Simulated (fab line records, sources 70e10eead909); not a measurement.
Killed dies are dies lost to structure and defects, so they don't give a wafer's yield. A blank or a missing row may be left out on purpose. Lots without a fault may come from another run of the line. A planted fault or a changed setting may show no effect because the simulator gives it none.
fab line records | flow nand_harc | part 1 of 2: steps 1 to 26 of 37
record lots=5 wafers=15 last_day=32
route steps=1302 shown A_M1@1196 A_BONDPAD@1202
lots that met no fault: from a run of the same line without faults
start_h: hours from the record's first day to the start of the lot's first wafer shown | wait_h: hours since the lot's step before | " the same as in the row above | L1.1+2: a row that stands for several wafers | - no value, or no start given | * or withheld: withheld | < > ~ a bound
route shown NAME@n: a module of which the file shows steps, and the number in the route of the first | usual: mean/standard deviation of fault-free wafers | same: alike in all rows | chamber/n: place in a boat | sites: the reading at each site | _std_site: their standard deviation | _edge_site: outer sites' mean less inner sites' | radius_mm: how far each site lies from the wafer's centre | mask NAME#n: copy n | behind: the tool/chamber that last shaped the wafer | hold: why the lot was held/for how many hours/how that ended | device: the transistor (n, p or np) that didn't switch | end of line: the same wafers' tests at the end of the route | a step without rows: its recipe alone | killed: dies lost to structure and defects at the first sort, not the wafer's yield | map: a wafer's dies, x killed, . not, _ none there
set.NAME: the setting as run; set.NAME@STEP: as run at that earlier step | model.NAME: the simulator's own value behind a step, which no gauge read
lots at some steps of the route; a table a step, a row a wafer
services: from which hour (start_h, from the record's first day; less than 0 if before it) a tool's chamber was out of use, for how many hours, and why
## steps
# step NHARC_A_M1_THK_MEAS_24
# recipe thk_meas_gauge=xrf
# usual thk_nm=154.1/1.5
# columns lot.wafer tool chamber start_h wait_h thk_nm
L081.2 film_metro-01 - 588.83 - 156.0
L081.3 " - " " 156.5
L081.5 " - " " 152.7
L084.3 film_metro-02 - 609.77 - 152.8
L084.5 " - " " 155.7
L084.6 " - " " 155.1
L091.2 film_metro-02 - 680.72 - 155.2
L091.3 " - " " 156.2
L091.4 " - " " 154.5
L096.3 film_metro-01 - 721.49 - 154.0
L096.5 " - " " 151.4
L096.6 " - " " 155.3
L095.1 film_metro-02 - 725.60 - 154.6
L095.3 " - " " 153.4
L095.6 " - " " 155.1
# step NHARC_A_M1_SRD_25
# columns lot.wafer tool chamber start_h wait_h
L081.3+2+5 wet_bench-08 7,0,1 588.87 0.0
L084.6+5+3 wet_bench-08 7,2,3 609.82 0.0
L091.4+3+2 wet_bench-08 1,5,6 680.76 0.0
L096.3+6+5 wet_bench-08 7,1,2 721.53 0.0
L095.1+6+3 wet_bench-10 0,2,3 725.64 0.0
# step NHARC_A_M1_INSPECT_27
# usual raw_defect_count=544/150
# columns lot.wafer tool chamber start_h wait_h raw_defect_count
L081.2 defect_inspect-02 - 588.98 0.0 533
L081.3 " - " " 747
L081.5 " - " " 559
L084.3 defect_inspect-02 - 609.93 0.0 522
L084.5 " - " " 423
L084.6 " - " " 503
L091.2 defect_inspect-02 - 680.88 0.0 576
L091.3 " - " " 575
L091.4 " - " " 912
L096.3 defect_inspect-02 - 721.65 0.0 373
L096.5 " - " " 439
L096.6 " - " " 411
L095.1 defect_inspect-01 - 725.76 0.0 668
L095.3 " - " " 483
L095.6 " - " " 612
# step NHARC_A_M1_PRE_CLEAN_32
# recipe time_s=12 temp_c=370 rf_power_w=300 gas=NH3
# usual heater_power_w=633/58
# columns lot.wafer tool chamber start_h wait_h heater_power_w
L081.2 pecvd-02 2 589.06 0.1 717
L081.3 " 0 " " 700
L081.5 " 1 " " 601
L084.3 pecvd-01 2 610.01 0.1 593
L084.5 " 1 " " 603
L084.6 " 0 " " 698
L091.2 pecvd-01 1 680.95 0.1 573
L091.3 " 0 " " 684
L091.4 " 0 " " 689
L096.3 pecvd-02 1 722.30 0.6 626
L096.6 " 2 " " 634
L096.5 " 0 " " 737
L095.3 pecvd-01 0 725.84 0.1 676
L095.1 " 1 " " 605
L095.6 " 2 " " 533
# step NHARC_A_M1_DEP_33
# recipe target_thk_a=300 temp_c=370 target_thk_nm=30 pressure_torr=3 flow_sccm=200 rf_w=450 material=SiCN
# usual heater_power_w=593/58
# columns lot.wafer tool chamber start_h wait_h heater_power_w
L081.2 pecvd-02 2 589.17 0.1 561
L081.3 " 0 " " 646
L081.5 " 1 " " 587
L084.3 pecvd-01 2 610.12 0.1 574
L084.5 " 1 " " 555
L084.6 " 0 " " 608
L091.2 pecvd-01 1 681.02 0.1 587
L091.3 " 0 " " 633
L091.4 " 0 " " 645
L096.3 pecvd-02 1 723.89 1.6 613
L096.6 " 2 " " 639
L096.5 " 0 " " 678
L095.3 pecvd-01 0 725.95 0.1 626
L095.1 " 1 " " 626
L095.6 " 2 " " 593
# step NHARC_A_BONDPAD_DEP_00
# recipe target_thk_a=2500 temp_c=370 target_thk_nm=250 pressure_torr=3 flow_sccm=200 rf_w=450 material=SiCN
# usual heater_power_w=582/45
# columns lot.wafer tool chamber start_h wait_h heater_power_w
L081.2 pecvd-02 0 - - 666
L081.3 " 2 " " 651
L081.5 " 2 " " 664
L084.3 pecvd-02 2 610.71 - 635
L084.6 " 1 " " 626
L084.5 " 2 " " 647
L091.3 pecvd-03 1 681.58 - 574
L091.2 " 0 " " 593
L091.4 " 0 " " 604
L096.3 pecvd-01 0 724.49 - 607
L096.6 " 2 " " 611
L096.5 " 0 " " 625
L095.3 pecvd-01 1 - - 587
L095.1 " 2 " " 553
L095.6 " 2 " " 557
# step NHARC_A_BONDPAD_CMP_29
# recipe target_thk_nm=200 material=SiCN
# usual edge_zone_pressure_frac=1.000/0.0053 motor_current_A=11.6/1.2
# columns lot.wafer tool chamber start_h wait_h edge_zone_pressure_frac motor_current_A
L081.2 cmp-03 2 590.15 - 0.996 12.8
L081.3 " 3 " " 0.993 12.6
L081.5 " 0 " " 0.997 11.7
L084.3 cmp-02 1 611.03 - 1.006 10.4
L084.5 " 1 " " 0.989 10.1
L084.6 " 2 " " 1.001 11.1
L091.3 cmp-02 3 682.01 - 0.992 10.9
L091.4 " 0 " " 0.999 12.6
L091.2 " 1 " " 0.996 10.2
L096.3 cmp-02 1 724.86 - 1.010 10.2
L096.6 " 1 " " 1.016 10.3
L096.5 " 2 " " 0.998 11.4
L095.1 cmp-02 1 726.86 - 0.996 9.9
L095.3 " 2 " " 0.997 11.9
L095.6 " 1 " " 0.999 10.0
# step NHARC_A_BONDPAD_THK_MEAS_30
# recipe thk_meas_gauge=ellipsometry
# usual thk_nm=199.7/1.4
# columns lot.wafer tool chamber start_h wait_h thk_nm
L081.2 film_metro-01 - 590.35 0.2 201.3
L081.3 " - " " 197.7
L081.5 " - " " 200.1
L084.3 film_metro-02 - 611.28 0.2 200.4
L084.5 " - " " 200.1
L084.6 " - " " 199.8
L091.2 film_metro-02 - 682.24 0.2 200.8
L091.3 " - " " 201.7
L091.4 " - " " 200.0
L096.3 film_metro-02 - 725.11 0.2 199.8
L096.5 " - " " 198.0
L096.6 " - " " 198.2
L095.1 film_metro-02 - 727.11 0.2 200.2
L095.3 " - " " 198.6
L095.6 " - " " 197.5
# step NHARC_A_BONDPAD_SRD_31
# columns lot.wafer tool chamber start_h wait_h
L081.5+3+2 wet_bench-08 1,2,4 590.39 0.0
L084.6+5+3 wet_bench-08 0,1,4 611.33 0.0
L091.4+3+2 wet_bench-10 5,0,1 682.28 0.0
L096.3+5+6 wet_bench-10 1,2,6 725.15 0.0
L095.3+1+6 wet_bench-08 3,5,6 727.16 0.0
# step NHARC_A_BONDPAD_DEHYDRATE_01
# recipe temp_c=150 time_s=120
# columns lot.wafer tool chamber start_h wait_h
L081.2+3+5 litho_track-03 0 590.47 0.1
L084.3+5+6 litho_track-05 0 611.41 0.1
L091.2+3+4 litho_track-03 0 682.36 0.1
L096.3+5+6 litho_track-07 0 725.23 0.1
L095.1+3+6 litho_track-07 0 727.24 0.1
# step NHARC_A_BONDPAD_HMDS_02
# recipe time_s=30
# columns lot.wafer tool chamber start_h wait_h
L081.2+3+5 litho_track-03 0 - -
L084.3+5+6 litho_track-05 0 - -
L091.2+3+4 litho_track-03 0 - -
L096.3+5+6 litho_track-07 0 - -
L095.1+3+6 litho_track-07 0 - -
# step NHARC_A_BONDPAD_COAT_33
# recipe temp_c=200 time_s=65
# columns lot.wafer tool chamber start_h wait_h
L081.2+3+5 litho_track-03 0 - -
L084.3+5+6 litho_track-05 0 - -
L091.2+3+4 litho_track-03 0 - -
L096.3+5+6 litho_track-07 0 - -
L095.1+3+6 litho_track-07 0 - -
# step NHARC_A_BONDPAD_COAT_03
# recipe spin_rpm=2000 resist_thk_nm=600
# columns lot.wafer tool chamber start_h wait_h
L081.2+3+5 litho_track-03 0 - -
L084.3+5+6 litho_track-05 0 - -
L091.2+3+4 litho_track-03 0 - -
L096.3+5+6 litho_track-07 0 - -
L095.1+3+6 litho_track-07 0 - -
# step NHARC_A_BONDPAD_SOFTBAKE_04
# recipe temp_c=125 time_s=70
# columns lot.wafer tool chamber start_h wait_h
L081.2+3+5 litho_track-03 0 - -
L084.3+5+6 litho_track-05 0 - -
L091.2+3+4 litho_track-03 0 - -
L096.3+5+6 litho_track-07 0 - -
L095.1+3+6 litho_track-07 0 - -
# step NHARC_A_BONDPAD_EBR_05
# columns lot.wafer tool chamber start_h wait_h
L081.2+3+5 litho_track-03 0 - -
L084.3+5+6 litho_track-05 0 - -
L091.2+3+4 litho_track-03 0 - -
L096.3+5+6 litho_track-07 0 - -
L095.1+3+6 litho_track-07 0 - -
# step NHARC_A_BONDPAD_EXPOSE_06
# recipe na=0.55 dose_mj=36.99 mask_id=A_BPAD
# columns lot.wafer tool chamber start_h wait_h mask
L081.2+3+5 krf_scanner-02 0 590.77 - A_BPAD#0
L084.3+5+6 krf_scanner-02 0 611.71 - A_BPAD#0
L091.2+3+4 krf_scanner-02 0 682.65 - A_BPAD#0
L096.3+5+6 krf_scanner-02 0 725.41 - A_BPAD#0
L095.1+3+6 krf_scanner-03 0 727.54 - A_BPAD#0
# step NHARC_A_BONDPAD_PEB_07
# recipe peb_temp_c=128 peb_time_s=80
# columns lot.wafer tool chamber start_h wait_h
L081.2+3+5 litho_track-07 0 590.83 0.1
L084.3+5+6 litho_track-07 0 611.76 0.1
L091.2+3+4 litho_track-07 0 682.72 0.1
L096.3+5+6 litho_track-05 0 725.47 0.1
L095.1+3+6 litho_track-05 0 727.60 0.1
# step NHARC_A_BONDPAD_DEVELOP_08
# recipe time_s=50 dev_temp_c=22
# columns lot.wafer tool chamber start_h wait_h
L081.2+3+5 litho_track-07 0 - -
L084.3+5+6 litho_track-07 0 - -
L091.2+3+4 litho_track-07 0 - -
L096.3+5+6 litho_track-05 0 - -
L095.1+3+6 litho_track-05 0 - -
# step NHARC_A_BONDPAD_CD_MEAS_09
# recipe target_cd_nm=500 landing_energy_ev=500
# usual cd_nm=500.1/2
# columns lot.wafer tool chamber start_h wait_h cd_nm
L081.2 cd_sem-02 0 590.91 - 500.7
L081.3 " 0 " " 500.3
L081.5 " 0 " " 498.9
L084.3 cd_sem-01 0 611.85 - 497.3
L084.5 " 0 " " 499.5
L084.6 " 0 " " 498.6
L091.2 cd_sem-03 0 682.80 - 499.7
L091.3 " 0 " " 498.0
L091.4 " 0 " " 500.6
L096.3 cd_sem-01 0 725.56 - 502.5
L096.5 " 0 " " 501.1
L096.6 " 0 " " 502.1
L095.1 cd_sem-02 0 727.69 - 499.8
L095.3 " 0 " " 501.2
L095.6 " 0 " " 499.4
# step NHARC_A_BONDPAD_OVL_MEAS_35
# usual overlay_x_nm=-1/5.4 overlay_y_nm=2/5.4
# columns lot.wafer tool chamber start_h wait_h overlay_x_nm overlay_y_nm
L081.2 overlay-01 - 591.00 - -1 13
L081.3 " - " " -1 14
L081.5 " - " " -1 13
L084.3 overlay-01 - 611.94 - -8 2
L084.5 " - " " -8 1
L084.6 " - " " -8 1
L091.2 overlay-02 - 682.89 - -11 2
L091.3 " - " " -12 2
L091.4 " - " " -11 1
L096.3 overlay-02 - 725.64 - 5 -9
L096.5 " - " " 4 -9
L096.6 " - " " 4 -9
L095.1 overlay-02 - 727.77 - -2 8
L095.3 " - " " -1 8
L095.6 " - " " -1 8
# step NHARC_A_BONDPAD_HARDBAKE_10
# recipe temp_c=118 time_s=65
# columns lot.wafer tool chamber start_h wait_h
L081.2+3+5 litho_track-05 0 591.05 0.0
L084.3+5+6 litho_track-05 0 611.99 0.0
L091.2+3+4 litho_track-05 0 682.94 0.0
L096.3+5+6 litho_track-03 0 725.69 0.1
L095.1+3+6 litho_track-07 0 727.82 0.0
# step NHARC_A_BONDPAD_DESCUM_11
# recipe time_s=3 o2_flow_sccm=200 ar_flow_sccm=0 bias_power_w=0 chemistry=O2
# usual chamber_pressure_mTorr=60.00/0.055 drypump_motor_current_A=5.9/0.4 oes_product_au=0.998/0.0075 rf_vpp_V=57.6/0.89 showerhead_plenum_p_Torr=1.86/0.069 throttle_valve_pct=11.311/0.0089
# columns lot.wafer tool chamber start_h wait_h chamber_pressure_mTorr drypump_motor_current_A oes_product_au rf_hours_counter_h rf_vpp_V showerhead_plenum_p_Torr throttle_valve_pct
L081.2 rie_diel-01 2 591.12 - 60.00 5.9 1.021 19 57.8 1.99 11.299
L081.3 " 1 " " 60.04 5.8 1.007 20 59.1 2.07 11.298
L081.5 " 3 " " 60.02 5.5 1.008 - 58.6 1.96 11.314
L084.3 rie_diel-13 3 612.08 - 60.10 5.2 0.997 3 57.3 1.82 11.318
L084.5 " 1 " " 60.02 6.3 0.996 - 57.1 1.81 11.334
L084.6 " 2 " " 59.95 6.2 0.985 - 56.9 1.97 11.304
L091.2 rie_diel-13 1 683.01 - 60.00 6.3 1.005 0 57.5 1.81 11.299
L091.4 " 2 " " 60.06 6.1 0.998 0 59.1 1.97 11.311
L091.3 " 0 " " 59.93 5.8 1.010 0 58.3 1.83 11.319
L096.3 rie_diel-13 2 725.78 - 59.95 6.2 1.009 1 56.8 1.97 11.326
L096.5 " 0 " " 60.04 5.8 1.008 - 56.6 1.83 11.292
L096.6 " 1 " " 59.93 6.3 0.999 - 59.0 1.81 11.316
L095.1 rie_diel-13 1 727.90 - 60.03 6.3 1.004 1 57.1 1.81 11.309
L095.3 " 2 " " 60.07 6.2 0.986 1 57.1 1.97 11.305
L095.6 " 2 " " 59.93 6.1 1.000 - 57.2 1.97 11.327
# step NHARC_A_BONDPAD_ETCH_34
# recipe target_depth_a=600 overetch_a=180 time_s=65.91 ion_energy_ev=200 n2_flow_sccm=150 h2_flow_sccm=150 ar_flow_sccm=0 rf_w=400 bias_w=150 chemistry=N2/H2
# usual chamber_pressure_mTorr=30.002/0.028 drypump_motor_current_A=5.8/0.41 oes_product_au=0.999/0.0086 rf_vpp_V=428.7/2.2 showerhead_plenum_p_Torr=1.97/0.075 throttle_valve_pct=14.171/0.0098
# columns lot.wafer tool chamber start_h wait_h chamber_pressure_mTorr drypump_motor_current_A oes_product_au rf_hours_counter_h rf_vpp_V showerhead_plenum_p_Torr throttle_valve_pct
L081.2 rie_diel-01 2 591.22 0.1 30.020 5.9 1.015 19 434.3 2.13 14.176
L081.3 " 3 " " 30.030 5.5 1.003 16 433.9 2.09 14.176
L081.5 " 1 " " 30.019 5.8 1.007 - 436.1 2.21 14.184
L084.3 rie_diel-13 2 612.16 0.1 30.013 6.2 0.991 3 432.1 2.11 14.142
L084.5 " 3 " " 29.982 5.2 1.008 - 427.1 1.94 14.189
L084.6 " 0 " " 29.993 5.8 1.000 - 427.3 1.94 14.190
L091.3 rie_diel-13 3 683.10 0.1 29.999 5.2 1.009 0 427.5 1.94 14.173
L091.4 " 0 " " 29.975 5.8 1.000 0 427.7 1.94 14.151
L091.2 " 1 " " 29.943 6.3 1.002 0 426.8 1.92 14.168
L096.3 rie_diel-13 3 725.92 0.1 29.984 5.2 1.002 1 428.2 1.94 14.161
L096.6 " 1 " " 30.073 6.3 0.994 - 426.4 1.92 14.171
L096.5 " 2 " " 29.982 6.2 0.998 - 432.6 2.10 14.176
L095.1 rie_diel-13 2 727.99 0.1 30.008 6.1 0.999 1 430.7 2.10 14.183
L095.3 " 3 " " 30.031 5.2 1.006 1 426.8 1.94 14.175
L095.6 " 1 " " 29.972 6.3 1.014 - 427.0 1.92 14.163
# step NHARC_A_BONDPAD_ETCH_12
# recipe target_depth_a=2200 time_s=110 chf3_flow_sccm=50 o2_flow_sccm=10 ar_flow_sccm=200 rf_w=500 bias_w=200 chemistry=CHF3/O2
# usual chamber_pressure_mTorr=25.001/0.026 drypump_motor_current_A=5.9/0.41 oes_product_au=0.942/0.021 rf_vpp_V=368.9/2 showerhead_plenum_p_Torr=2.33/0.082 throttle_valve_pct=20.573/0.01
# columns lot.wafer tool chamber start_h wait_h chamber_pressure_mTorr drypump_motor_current_A oes_product_au rf_hours_counter_h rf_vpp_V showerhead_plenum_p_Torr throttle_valve_pct
L081.3 rie_diel-01 3 - - 25.031 5.5 0.920 16 372.7 2.46 20.581
L081.2 " 2 " " 25.026 5.9 0.925 19 372.0 2.50 20.582
L081.5 " 0 " " 24.978 4.9 0.937 - 369.0 2.34 20.592
L084.3 rie_diel-13 0 - - 24.985 5.8 0.948 3 367.5 2.30 20.565
L084.6 " 0 " " 25.014 5.8 0.952 - 369.1 2.30 20.565
L084.5 " 1 " " 25.014 6.3 0.950 - 366.7 2.27 20.586
L091.2 rie_diel-13 2 - - 25.022 6.2 0.953 0 371.7 2.47 20.581
L091.4 " 3 " " 24.977 5.2 0.979 0 366.8 2.29 20.580
L091.3 " 0 " " 24.990 5.9 0.986 0 368.1 2.30 20.573
L096.3 rie_diel-13 3 - - 24.998 5.2 0.950 1 367.3 2.29 20.573
L096.6 " 2 " " 24.976 6.2 0.957 - 372.5 2.47 20.576
L096.5 " 3 " " 25.012 5.2 0.946 - 368.0 2.29 20.586
L095.1 rie_diel-13 3 - - 24.999 5.2 0.979 1 367.5 2.29 20.563
L095.3 " 0 " " 24.991 5.9 0.972 1 367.6 2.30 20.584
L095.6 " 1 " " 25.032 6.3 0.954 - 367.7 2.27 20.571
# step NHARC_A_BONDPAD_CD_MEAS_13
# usual cd_nm=499.3/2.3
# columns lot.wafer tool chamber start_h wait_h cd_nm
L081.2 cd_sem-03 - 591.44 - 499.8
L081.3 " - " " 499.7
L081.5 " - " " 496.9
L084.3 cd_sem-02 - 612.38 - 498.5
L084.5 " - " " 498.4
L084.6 " - " " 498.2
L091.2 cd_sem-02 - 683.33 - 498.5
L091.3 " - " " 497.6
L091.4 " - " " 498.5
L096.3 cd_sem-02 - 726.14 - 501.4
L096.5 " - " " 499.4
L096.6 " - " " 500.8
L095.1 cd_sem-01 - 728.21 - 498.3
L095.3 " - " " 503.0
L095.6 " - " " 500.4
# step NHARC_A_BONDPAD_STRIP_15
# recipe o2_flow_sccm=500 ar_flow_sccm=0 bias_w=0 chemistry=O2
# usual chamber_pressure_mTorr=60.00/0.056 drypump_motor_current_A=5.8/0.4 oes_product_au=0.999/0.0087 rf_vpp_V=57.5/0.92 showerhead_plenum_p_Torr=3.46/0.14 throttle_valve_pct=17.036/0.0099
# columns lot.wafer tool chamber start_h wait_h chamber_pressure_mTorr drypump_motor_current_A oes_product_au rf_hours_counter_h rf_vpp_V showerhead_plenum_p_Torr throttle_valve_pct
L081.2 rie_diel-01 1 591.52 0.1 60.00 5.9 1.015 20 59.3 3.80 17.040
L081.3 " 0 " " 59.99 4.9 1.020 17 56.5 3.43 17.046
L081.5 " 2 " " 59.95 5.9 1.018 - 59.0 3.67 17.035
L084.3 rie_diel-13 3 612.46 0.1 60.05 5.2 0.998 3 57.4 3.37 17.032
L084.5 " 2 " " 60.11 6.2 0.988 - 57.5 3.63 17.032
L084.6 " 3 " " 59.97 5.2 1.003 - 57.6 3.37 17.027
L091.4 rie_diel-13 2 683.40 0.1 59.98 6.1 1.000 0 58.0 3.63 17.053
L091.3 " 3 " " 59.89 5.2 1.000 0 56.9 3.37 17.041
L091.2 " 1 " " 59.90 6.3 0.996 0 58.2 3.34 17.055
L096.3 rie_diel-13 3 726.24 0.1 60.04 5.2 1.001 1 58.7 3.37 17.037
L096.6 " 1 " " 60.07 6.3 0.995 - 58.6 3.34 17.033
L096.5 " 2 " " 60.03 6.2 0.989 - 58.6 3.63 17.039
L095.1 rie_diel-13 0 728.31 0.1 60.06 5.8 0.999 1 57.9 3.38 17.042
L095.3 " 1 " " 60.02 6.3 0.997 1 58.3 3.34 17.035
L095.6 " 0 " " 60.01 5.8 0.999 - 57.7 3.38 17.051
